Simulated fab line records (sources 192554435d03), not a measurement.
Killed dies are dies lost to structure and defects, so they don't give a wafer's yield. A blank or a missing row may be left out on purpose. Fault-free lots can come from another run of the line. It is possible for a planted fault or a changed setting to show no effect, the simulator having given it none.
Split-lot study + flow n5_finfet + 21 wafers read from 7 lots, route of 1938 steps

== SPLIT DETAILS ==
At N5_BEOL_M14_TRENCH_ETCH_34 (etches SiO2 in C4F8/O2/Ar, target depth 556.65 nm, time 126.9 s), the setting time_s was moved away from the recipe's 126.9 s on 7 of the 21 wafers read, by -19.9% to +11.6%. This setting was run at the recipe's value on the other wafers.

== FROM THE SPLIT TO THE READING: what the file shows between them, 12 steps ==
- N5_BEOL_M14_STRIP_70: strips in C4F8/O2/Ar
- N5_BEOL_M14_OCD_MEAS_35
- N5_BEOL_M14_STRIP_37: strips in O2
- N5_BEOL_M14_ETCH_38: etches SiCN in CF4/N2, target depth 106.5 nm, time 120.6 s
- N5_BEOL_M14_PRECLEAN_39: cleans in residue remover, time 60 s
- N5_BEOL_M14_SRD_40: time 30 s, dry time 30 s
- N5_BEOL_M14_ECD_47: material Cu, target thk 1248 nm
- N5_BEOL_M14_ANNEAL_48: time 90 s
- N5_BEOL_M14_CMP_49: polishes, stops on SiO2, t overpolish 5.2 s, target thk 560 nm
- N5_BEOL_M14_THK_MEAS_50: measures by xrf
- N5_BEOL_M14_PRE_CLEAN_52: time 15 s
- N5_BEOL_M14_DEP_53: deposits SiCN from 3MS/NH3, target thk 50 nm, time 17.8 s

== THE READING ==
Measured at N5_BEOL_M14_RS_MEAS_54 by four-point probe: M14_RS, in ohm/sq. On this fab line, fault-free wafers typically give 0.0328 ohm/sq with a standard deviation of 0.00064 ohm/sq.

| wafer  | tool, chamber at the split | time_s as run, s | against the recipe | M14_RS, ohm/sq | against lot-mates on the recipe |
|--------|----------------------------|------------------|--------------------|----------------|---------------------------------|
| L079.1 | rie_diel-05, 0             | 101.7            | -19.9%             | 0.0402         | +0.0081                         |
| L079.3 | rie_diel-05, 2             | 126.9            | recipe             | 0.0318         | -                               |
| L079.6 | rie_diel-05, 0             | 126.9            | recipe             | 0.0323         | -                               |
| L082.3 | rie_diel-03, 0             | 126.9            | recipe             | 0.0339         | -                               |
| L082.4 | rie_diel-03, 1             | 126.9            | recipe             | 0.0322         | -                               |
| L082.5 | rie_diel-03, 2             | 126.9            | recipe             | 0.0341         | -                               |
| L080.1 | rie_diel-05, 2             | 116.3            | -8.4%              | 0.0349         | +0.0022                         |
| L080.2 | rie_diel-05, 3             | 116.3            | -8.4%              | 0.0368         | +0.0041                         |
| L080.4 | rie_diel-05, 1             | 126.9            | recipe             | 0.0327         | -                               |
| L083.2 | rie_diel-05, 0             | 126.9            | recipe             | 0.0321         | -                               |
| L083.3 | rie_diel-05, 2             | 126.9            | recipe             | 0.0321         | -                               |
| L083.6 | rie_diel-05, 0             | 126.9            | recipe             | 0.0322         | -                               |
| L092.1 | rie_diel-03, 0             | 110.4            | -13.0%             | 0.0394         | +0.0052                         |
| L092.5 | rie_diel-03, 2             | 126.9            | recipe             | 0.0342         | -                               |
| L092.6 | rie_diel-03, 3             | 110.4            | -13.0%             | 0.0381         | +0.0039                         |
| L090.3 | rie_diel-05, 2             | 126.9            | recipe             | 0.0324         | -                               |
| L090.5 | rie_diel-05, 3             | 141.6            | +11.6%             | 0.0298         | -0.0026                         |
| L090.6 | rie_diel-05, 2             | 141.6            | +11.6%             | 0.0290         | -0.0034                         |
| L096.2 | rie_diel-05, 0             | 126.9            | recipe             | 0.0324         | -                               |
| L096.3 | rie_diel-05, 3             | 126.9            | recipe             | 0.0335         | -                               |
| L096.6 | rie_diel-05, 3             | 126.9            | recipe             | 0.0335         | -                               |

THE FIT
A straight line over all 21 wafers: M14_RS changes by -0.000371 ohm/sq for each +1% of time_s; r = -0.95; the points scatter about the line by 0.0009 ohm/sq.
The same after taking each lot's own level away (the mean of its wafers on the recipe; 21 wafers): -0.000346 ohm/sq for each +1%; r = -0.97; scatter 0.00069 ohm/sq.
That fit puts the effect of the largest move of time_s on the reading at 0.0069 ohm/sq.
The lots' own levels span 0.03205 to 0.03420 ohm/sq, that is 3.4 times the standard deviation above.
Consequently the slope shifts little with the lot-to-lot level, the two slopes agreeing.
Check: +0.00648 ohm/sq against its lot-mates is what the line predicts for one of the wafers moved furthest among these (-19.9%) when that wafer is left out of the fit. It came out at +0.00815 ohm/sq against them.

== THE OTHER SPLITS THESE WAFERS WENT THROUGH ==
Before the reading, these wafers also passed through other splits. Each is held against what the fit with the lots' levels taken away leaves over:
| other split on the same wafers | wafers away from the commonest value | r with M14_RS (lot level and that fit taken away) |
|--------------------------------|--------------------------------------|---------------------------------------------------|
| N5_BEOL_M13_SPUTTER_43 time_s  | 2                                    | +0.07                                             |
| N5_BEOL_M14_ILD_DEP_00 time_s  | 11                                   | -0.31                                             |

== THE WHOLE CHAIN: every reading that the file lists as answering this split, in the file's order ==
| step                       | what it does                                                    | reading                                                                       | change (the file's fit)               | r (the file's) |
|----------------------------|-----------------------------------------------------------------|-------------------------------------------------------------------------------|---------------------------------------|----------------|
| N5_BEOL_M14_TRENCH_ETCH_34 | etches SiO2 in C4F8/O2/Ar, target depth 556.65 nm, time 126.9 s | etch.depth_nm (the simulator's own value, which no gauge read)                | +5.39 nm for each +1% of the setting  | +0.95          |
| N5_BEOL_M14_OCD_MEAS_35    |                                                                 | trench_depth_nm                                                               | +5.41 nm for each +1% of the setting  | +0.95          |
| N5_BEOL_M14_CMP_49         | polishes, stops on SiO2, t overpolish 5.2 s, target thk 560 nm  | Cu_of_BEOL_M14_ECD_47.thk_nm (the simulator's own value, which no gauge read) | +5.46 nm for each +1% of the setting  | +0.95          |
| N5_BEOL_M14_THK_MEAS_50    | measures by xrf                                                 | M14_THK                                                                       | +5.27 for each +1% of the setting     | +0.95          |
| N5_BEOL_M14_RS_MEAS_54     | measures by four-point-probe                                    | M14_RS                                                                        | -0.000369 for each +1% of the setting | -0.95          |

== THE FILE'S OWN FIT ==
M14_RS changes by -0.000369 ohm/sq for each +1% of time_s, r = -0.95.
